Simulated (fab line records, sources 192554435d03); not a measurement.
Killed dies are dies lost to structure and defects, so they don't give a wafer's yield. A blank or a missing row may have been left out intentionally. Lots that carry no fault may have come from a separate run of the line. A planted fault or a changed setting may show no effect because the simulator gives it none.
Which tool did it? ; flow n5-finfet ; 24 wafers from 8 lots sampled at 3 of the route's 1938 steps

WHAT THE GAUGES READ, wafer by wafer
N5_BEOL_M15_RS_MEAS_54: uses a four-point probe to measure.
lot;measured;on;M15_RS (ohm/sq)
L757;day 12 17:33;film-metro-02;0.0220 0.0217 0.0219
L758;day 12 21:07;film-metro-02;0.0209 0.0214 0.0213
L760;day 12 21:23;film-metro-02;0.0216 0.0224 0.0222
L762;day 13 18:31;film-metro-02;0.0215 0.0210 0.0216
L763;day 14 00:06;film-metro-02;0.0219 0.0212 0.0219
L764;day 14 06:24;film-metro-01;0.0213 0.0216 0.0221
L766;day 14 18:36;film-metro-02;0.0218 0.0216 0.0222
L768;day 15 04:38;film-metro-02;0.0209 0.0220 0.0210

WHICH TOOL RAN EACH LOT (tool, then ch and the chambers of the sampled wafers, then the start)
lot;N5_BEOL_M12_ETCH_68;N5_BEOL_M15_DEP_53
L757;rie-diel-03 ch 1,2, day 11 10:28;pecvd-04 ch 0,1,2, day 12 17:29
L758;rie-diel-05 ch 0,1,3, day 11 16:33;pecvd-03 ch 0,2, day 12 21:03
L760;rie-diel-01 ch 2,3, day 11 20:50;pecvd-04 ch 0,2, day 12 21:19
L762;rie-diel-01 ch 1,2, day 12 22:07;pecvd-04 ch 1,2, day 13 18:26
L763;rie-diel-03 ch 0,3, day 13 05:23;pecvd-04 ch 1, day 14 00:01
L764;rie-diel-01 ch 0,2,3, day 13 08:08;pecvd-04 ch 1,2, day 14 06:19
L766;rie-diel-01 ch 1,3, day 13 19:56;pecvd-03 ch 1,2, day 14 18:32
L768;rie-diel-01 ch 1,2,3, day 14 04:37;pecvd-03 ch 1,2, day 15 04:34
- N5_BEOL_M12_ETCH_68: etches SOC in N2/H2, time 285 s.
- N5_BEOL_M15_DEP_53: deposits SiCN from 3MS/NH3, target thk 50 nm, time 17.8 s.

THE ANSWER, worked out from the rows above alone
Rule: what is usual is taken from the lots themselves. Put in order of their means at a reading, lots are off if they are a third of the lots or fewer, leave a main group of 4 or more, and stand apart from it by a gap of 3 or more times the standard deviation of the main group's means; of several such gaps the widest counts. The tables above print the reading to a certain number of digits; a main group whose means all agree to those digits is not used. A lot without any number at a reading at which 4 lots or more have one is off too. The other lots that the step has rows for count as sound.
None of the lots is off at any reading shown; this tells nothing.

WHAT THE SIMULATOR HAD PUT IN
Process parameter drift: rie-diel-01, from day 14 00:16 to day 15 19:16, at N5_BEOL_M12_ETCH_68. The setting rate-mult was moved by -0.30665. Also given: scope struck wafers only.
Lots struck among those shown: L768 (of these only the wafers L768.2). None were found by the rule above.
